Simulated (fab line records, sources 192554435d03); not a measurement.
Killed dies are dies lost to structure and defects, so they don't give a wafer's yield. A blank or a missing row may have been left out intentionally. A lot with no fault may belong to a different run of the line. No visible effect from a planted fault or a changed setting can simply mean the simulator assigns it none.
Which tool did it?    flow n5Finfet    23 lots with 69 wafers sampled at 2 steps, on a route of 1938 steps

WHAT THE GAUGES READ, wafer by wafer
N5_GATE_CUT_OVL_MEAS_14.
lot   measured      on          GATE_CUT_OVL (nm)
L074  day 4 11:25   overlay-02  0.7 -0.2 -1.2
L075  day 4 18:40   overlay-02  -0.2 -0.5 0.4
L077  day 5 07:28   overlay-02  -0.4 -0.5 0.7
L078  day 5 09:32   overlay-01  0.5 -0.7 -0.1
L079  day 5 19:25   overlay-01  -1.1 0.7 -0.3
L080  day 6 04:04   overlay-02  -0.2 0.0 0.0
L081  day 6 04:34   overlay-01  0.2 -0.1 1.2
L082  day 6 12:12   overlay-02  0.4 -0.9 -0.7
L083  day 6 19:33   overlay-02  1.0 0.7 0.9
L084  day 7 00:41   overlay-01  -0.7 -0.4 -0.9
L086  day 7 12:58   overlay-02  0.0 0.6 -0.6
L085  day 7 14:26   overlay-02  1.0 0.4 0.9
L087  day 7 20:52   overlay-02  0.0 0.8 -0.1
L089  day 8 07:27   overlay-02  -1.1 0.4 1.4
L088  day 8 08:08   overlay-01  -0.2 -0.5 -1.0
L090  day 8 12:59   overlay-01  0.8 -0.2 0.1
L091  day 8 21:59   overlay-02  -1.9 0.6 0.0
L092  day 9 00:58   overlay-02  0.0 0.8 -0.1
L093  day 9 09:20   overlay-01  -0.1 -0.9 -0.1
L094  day 9 12:11   overlay-02  -2.3 -0.6 0.2
L095  day 9 19:38   overlay-01  0.3 0.7 -0.7
L096  day 10 01:59  overlay-01  0.6 -0.8 0.2
L097  day 11 01:17  overlay-01  0.4 -0.2 0.0

EACH LOT AND THE TOOL THAT RAN IT (in order: tool; ch and the chambers of the sampled wafers; start)
lot   N5_GATE_CUT_SAC_CAP_01
L074  aldSin-04 ch 0,1,2, day 4 08:27
L075  aldSin-04 ch 1,2, day 4 15:42
L077  aldSin-03 ch 0,3, day 5 04:18
L078  aldSin-03 ch 0,1, day 5 06:33
L079  aldSin-03 ch 2,3, day 5 16:17
L080  aldSin-04 ch 0,2, day 6 01:05
L081  aldSin-03 ch 0,1,3, day 6 01:36
L082  aldSin-04 ch 1,3, day 6 09:07
L083  aldSin-02 ch 2,3, day 6 16:26
L084  aldSin-04 ch 0,1, day 6 21:42
L086  aldSin-03 ch 1,2, day 7 09:53
L085  aldSin-02 ch 0,1,3, day 7 11:28
L087  aldSin-04 ch 0,3, day 7 17:53
L089  aldSin-04 ch 0,3, day 8 04:28
L088  aldSin-03 ch 0,1,3, day 8 05:11
L090  aldSin-04 ch 2,3, day 8 09:53
L091  aldSin-04 ch 0,1,2, day 8 19:01
L092  aldSin-04 ch 1,2, day 8 21:52
L093  aldSin-04 ch 0,2,3, day 9 06:14
L094  aldSin-02 ch 0,1,2, day 9 09:13
L095  aldSin-02 ch 1,3, day 9 16:40
L096  aldSin-02 ch 1,2,3, day 9 22:53
L097  aldSin-04 ch 0,2,3, day 10 22:19
- N5_GATE_CUT_SAC_CAP_01: material SiNx, target thk 24 nm, pulse time 1 s, ald cycles 480.

WHAT THE TOOLS THEMSELVES READ (means of the sampled wafers that have a number; where no wafer has one, the mark that the record gives instead)
N5_GATE_CUT_SAC_CAP_01.
lot   tool       heaterPowerW (W)  precursorPulseHeightRel
L074  aldSin-04  806               0.988
L075  aldSin-04  882               1.012
L077  aldSin-03  793               0.999
L078  aldSin-03  797               0.978
L079  aldSin-03  909               1.021
L080  aldSin-04  758               0.965
L081  aldSin-03  793               0.969
L082  aldSin-04  896               0.993
L083  aldSin-02  831               0.984
L084  aldSin-04  774               0.994
L086  aldSin-03  828               0.997
L085  aldSin-02  786               1.007
L087  aldSin-04  838               0.998
L089  aldSin-04  788               1.017
L088  aldSin-03  795               0.998
L090  aldSin-04  911               0.991
L091  aldSin-04  827               1.021
L092  aldSin-04  863               0.977
L093  aldSin-04  819               0.997
L094  aldSin-02  759               1.000
L095  aldSin-02  783               0.994
L096  aldSin-02  787               0.993
L097  aldSin-04  834               1.002

THE ANSWER, worked out from the rows above alone
Rule: the usual values come from the lots themselves. Put in order of their means at a reading, lots are off if they are a third of the lots or fewer, leave a main group of 4 or more, and stand apart from it by a gap of 3 or more times the standard deviation of the main group's means; of several such gaps the widest counts. If all means in a main group match to the digits the tables above print for the reading, that group is not used. Also off: a lot with no number at a reading for which 4 or more lots have one. All remaining lots with rows at the step are treated as sound. The gauges are gone through in route order, then the tools' own readings, and for those a lot's mean is taken as printed above. The first step at which some lot is off is used, and at that step the reading that is off furthest; a lot without a number counts as furthest.
No lot is off at any reading shown: from this, nothing can be told.

WHAT THE SIMULATOR HAD INSERTED
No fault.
